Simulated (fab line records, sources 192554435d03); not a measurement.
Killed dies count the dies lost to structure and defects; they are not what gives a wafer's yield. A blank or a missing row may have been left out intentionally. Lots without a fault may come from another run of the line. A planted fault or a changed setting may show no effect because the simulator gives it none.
A single fault, viewed from 2 desks -- flow n5_finfet -- only its own numbers are on each desk; what lay behind them is given at the end

## AT THE METROLOGY DESK
Lot by lot, what the gauges showed, no matter which tool ran the lot: averages of those sampled wafers that carry a number. If a lot's mean is further than 4 standard deviations from the usual mean, the lot is out of limits and carries the mark OUT (the distance appears in the brackets).
Columns: A = cd_nm at N5_BEOL_M8_CD_MEAS_28, usual 39.96 nm; B = V7_OVL at N5_BEOL_M8_OVL_MEAS_29, usual 0.4 nm; C = trench_depth_nm at N5_BEOL_M8_OCD_MEAS_38, usual 92.9 nm; D = M8_THK at N5_BEOL_M8_THK_MEAS_53, usual 78.8 nm; E = M8_RS at N5_BEOL_M8_RS_MEAS_57, usual 0.287 ohm/sq
lot,first seen here,A,B,C,D,E
L815,day 10 22:20,39.96,0.4,92.0,78.2,0.290
L817,day 11 06:54,39.84,-0.4,93.2,79.3,0.286
L825,day 14 12:26,40.19,0.3,90.7,75.8,0.302
L828,day 14 21:23,39.85,0.7,93.5,78.9,0.287
L822,day 15 03:50,39.96,0.3,89.8,74.2,0.309
L827,day 15 07:00,39.85,0.9,89.4,74.1,0.309
L832,day 16 05:20,39.97,0.6,92.8,78.8,0.287
L834,day 17 01:41,40.02,-0.9,92.9,79.1,0.285
L835,day 17 13:40,40.08,0.2,92.2,78.2,0.290
Result from this desk: across the 9 lots, nothing is out of limits.

## TOOL OWNER'S DESK, rie_diel-01
The tool's own readings at N5_BEOL_M8_TRENCH_ETCH_37 (etches SiCOH lowk in C4F6/O2, target depth 93.478 nm, time 31.2 s): means of the sampled wafers that have a number, for each lot that ran on this tool. If a lot's mean is further than 4 standard deviations from the usual mean, the lot is out of limits and carries the mark OUT (the distance appears in the brackets).
Columns: A = C4F6_flow_sccm at N5_BEOL_M8_TRENCH_ETCH_37, usual 10.00 sccm; B = drypump_motor_current_A at N5_BEOL_M8_TRENCH_ETCH_37, usual 5.8 A; C = oes_product_au at N5_BEOL_M8_TRENCH_ETCH_37, usual 0.79 a.u.; D = rf_fwd_power_W at N5_BEOL_M8_TRENCH_ETCH_37, usual 340.6 W; E = rf_vpp_V at N5_BEOL_M8_TRENCH_ETCH_37, usual 667 V; F = showerhead_plenum_p_Torr at N5_BEOL_M8_TRENCH_ETCH_37, usual 2.84 Torr; G = throttle_valve_pct at N5_BEOL_M8_TRENCH_ETCH_37, usual 20.98 %
lot,first seen here,A,B,C,D,E,F,G
L815,day 10 22:52,9.98,5.8,0.76,339.6,662,2.82,21.11
L825,day 14 12:58,10.05,5.7,0.78,314.5 (-14) OUT,705 (+5.3) OUT,2.83,20.91
L822,day 15 04:24,10.03,5.3,0.75,312.8 (-15) OUT,699 (+4.4) OUT,2.85,21.03
L827,day 15 07:23,9.98,5.3,0.75,312.3 (-15) OUT,699 (+4.4) OUT,2.85,21.03
L835,day 17 14:11,10.00,6.2,0.74,340.4,667,2.78,21.07
This desk's verdict: out of limits on L822, L825, L827, starting with L825 at day 14 12:58 (rf_fwd_power_W at N5_BEOL_M8_TRENCH_ETCH_37). L815, L835 stayed within limits.

## BROUGHT TOGETHER
At day 14 12:58, on L822, L825, L827, the tool owner's desk was in a position to raise an alarm.
The metrology desk saw nothing out of limits.
The metrology desk has L822, L825, L827 on record, within its limits.
Of the lots named, all ran N5_BEOL_M8_TRENCH_ETCH_37 on rie_diel-01.

## WHAT THE SIMULATOR HAD PUT IN
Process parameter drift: rie_diel-01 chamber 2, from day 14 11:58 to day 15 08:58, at N5_BEOL_M8_TRENCH_ETCH_37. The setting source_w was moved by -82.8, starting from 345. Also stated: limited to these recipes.
Shown lots that were struck: L822, L825, L827.
Time in hours from fault onset to the first out-of-limits reading at each desk: the tool owner's desk, 1.
